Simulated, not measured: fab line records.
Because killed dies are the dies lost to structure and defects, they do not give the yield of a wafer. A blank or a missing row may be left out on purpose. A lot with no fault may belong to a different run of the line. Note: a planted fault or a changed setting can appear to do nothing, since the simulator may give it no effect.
A struck lot beside a sound one || flow n5-finfet || 24 steps out of a route of 1938
Sound: these wafers, L137.1, L137.2, L137.3. Wafers L149.1, L149.4, L149.5 were the ones struck. At the end, the cause is stated.
Per side, at each step with rows, come the tool, then ch with its chambers, and then its first start. Under that, the readings that differ: sound wafers || struck wafers || difference of the means || sigmas: that difference in standard deviations of wafers without a fault.
alike: readings with means less than 2 such deviations apart, plus words and numbers identical on both sides. not compared: withheld readings, readings lacking a value on some wafer, bounds such as >300 that could conceal the same value, and numbers that have no deviation in the record and whose values overlap.
Wherever a step has rows on one side only, a row that says differs or no value, or a row with sigmas, the two part there. Numbers that don't overlap but have no deviation are shown without sigmas and don't part them. Lack of a reading on every wafer of one side parts them only where that side has two or more wafers.

N5_BEOL_M5_CO_CAP_78: material Co, precursor CCTBA/H2, target thk 2 nm, time 102.1 s.
  sound on cvd-co-02 ch 0,1,2, day 10 21:57; struck on cvd-co-02 ch 0,2, day 14 03:03
  alike: heater-power-w
then, 1 step without rows for these wafers: N5_BEOL_M5_PRE_CLEAN_55 (time 15 s).
N5_BEOL_M5_DEP_56: deposits SiCN from 3MS/NH3, target thk 8 nm, time 14 s.
  sound on pecvd-03 ch 0,1,2, day 10 22:04; struck on pecvd-02 ch 1,2, day 14 03:10
  alike: showerhead-plenum-p-Torr, throttle-valve-pct
N5_BEOL_M5_RS_MEAS_57: uses a four-point probe to measure.
  struck on film-metro-02, day 14 03:14; sound on film-metro-01, day 10 22:08
  alike: M5_RS
N5_BEOL_M5_INSPECT_58: inspects for defects (darkfield).
  struck on defect-inspect-01, day 14 03:16; sound on defect-inspect-02, day 10 22:10
  alike: raw-defect-count
then, 2 steps without rows for these wafers: N5_BEOL_M6_ILD_DEP_00 (deposits SiCOH lowk from DEMS/porogen, target thk 179.75 nm, time 33.4 s); N5_BEOL_M6_CURE_74 (cures SiCOH lowk, time 240 s).
N5_BEOL_M6_THK_MEAS_01:
  struck on film-metro-01, day 14 03:55; sound on film-metro-02, day 10 22:46
  alike: M6_ILD_THK
N5_BEOL_M6_PECVD_70: deposits SiO2 from TEOS/O2, target thk 20 nm, time 22.7 s.
  sound on pecvd-02 ch 0,1,2, day 10 22:49; struck on pecvd-04 ch 0,1, day 14 03:58
  alike: heater-power-w, showerhead-plenum-p-Torr, throttle-valve-pct
N5_BEOL_M6_HM_DEP_02: deposits TiN, target thk 20 nm.
  struck on pvd-sputter-02, day 14 07:12; sound on pvd-sputter-02, day 10 23:57
  alike: throttle-valve-pct
then, 2 steps without rows for these wafers: N5_BEOL_M6_COAT_59 (time 60 s, resist thk 100 nm); N5_BEOL_M6_COAT_60 (time 60 s, resist thk 35 nm).
N5_BEOL_M6_COAT_05: resist thk 90 nm.
  sound on litho-track-05 ch 0, day 11 00:05; struck on litho-track-02 ch 0, day 14 07:20
{"reading": "spin-speed-rpm (rpm)", "sound": "1500.4 1500.5 1499.3", "struck": "1412.2 1408.2 1408.7", "difference": -90.4, "sigmas": -75}
{"reading": "model.CAR-ArF_of_BEOL_M6_COAT_05.thk-nm (nm)", "sound": "90.6 90.4 90.2", "struck": "93 92.6 92.6", "difference": "+2", "sigmas": ""}
  alike: dispense-pressure-kPa
then, 5 steps without rows for these wafers: N5_BEOL_M6_EBR_07; N5_BEOL_M6_SOFTBAKE_06 (time 60 s); N5_BEOL_M6_EXPOSE_08 (exposes mask M6); N5_BEOL_M6_PEB_09 (peb time 60 s); N5_BEOL_M6_DEVELOP_10 (develop time 30 s).
N5_BEOL_M6_CD_MEAS_11 targets a cd of 38.5 nm.
  sound on cd-sem-03 ch 0, day 11 00:27; struck on cd-sem-03 ch 0, day 14 07:35
  alike: cd-nm
N5_BEOL_M6_OVL_MEAS_12:
  sound on overlay-01 ch 0, day 11 00:29; struck on overlay-01 ch 0, day 14 07:37
  alike: M6_OVL
N5_BEOL_M6_INSPECT_13: inspects for defects (brightfield).
  struck on defect-inspect-01, day 14 07:38; sound on defect-inspect-02, day 11 00:30
  alike: raw-defect-count
N5_BEOL_M6_DESCUM_16: chemistry O2, time 7.9 s.
  sound on rie-diel-03 ch 0,2,3, day 11 00:32; struck on rie-diel-04 ch 2,3, day 14 07:57
  alike: drypump-motor-current-A, oes-product-au, rf-vpp-V, showerhead-plenum-p-Torr, throttle-valve-pct
  not compared: rf-hours-counter-h
N5_BEOL_M6_ETCH_61: etches SiARC in CF4, target depth 45.5 nm, time 75.8 s.
  sound on rie-diel-03 ch 0,2,3, day 11 00:34; struck on rie-diel-04 ch 2,3, day 14 07:59
{"reading": "model.CAR-ArF_of_BEOL_M6_COAT_05.thk-nm (nm)", "sound": "51.4 51.2 51", "struck": "53.8 53.4 53.6", "difference": "+2.4", "sigmas": ""}
  alike: bias-w, drypump-motor-current-A, etch-rf-on-time-s, oes-product-au, rf-vpp-V, showerhead-plenum-p-Torr, throttle-valve-pct
  not compared: rf-hours-counter-h
then, 1 step without rows for these wafers: N5_BEOL_M6_ETCH_62 (etches SOC in N2/H2, target depth 110 nm, overetch 22 nm, time 165 s).

WHERE THEY PART
Only at N5_BEOL_M6_COAT_05, within this record. Later steps at which nothing parts them and some readings are alike: N5_BEOL_M6_CD_MEAS_11, N5_BEOL_M6_OVL_MEAS_12, N5_BEOL_M6_INSPECT_13, N5_BEOL_M6_DESCUM_16, N5_BEOL_M6_ETCH_61.

WHY: whatever the simulator had introduced
Drift in process parameters on litho-track-02 at N5_BEOL_M6_COAT_05, starting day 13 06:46. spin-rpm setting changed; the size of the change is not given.
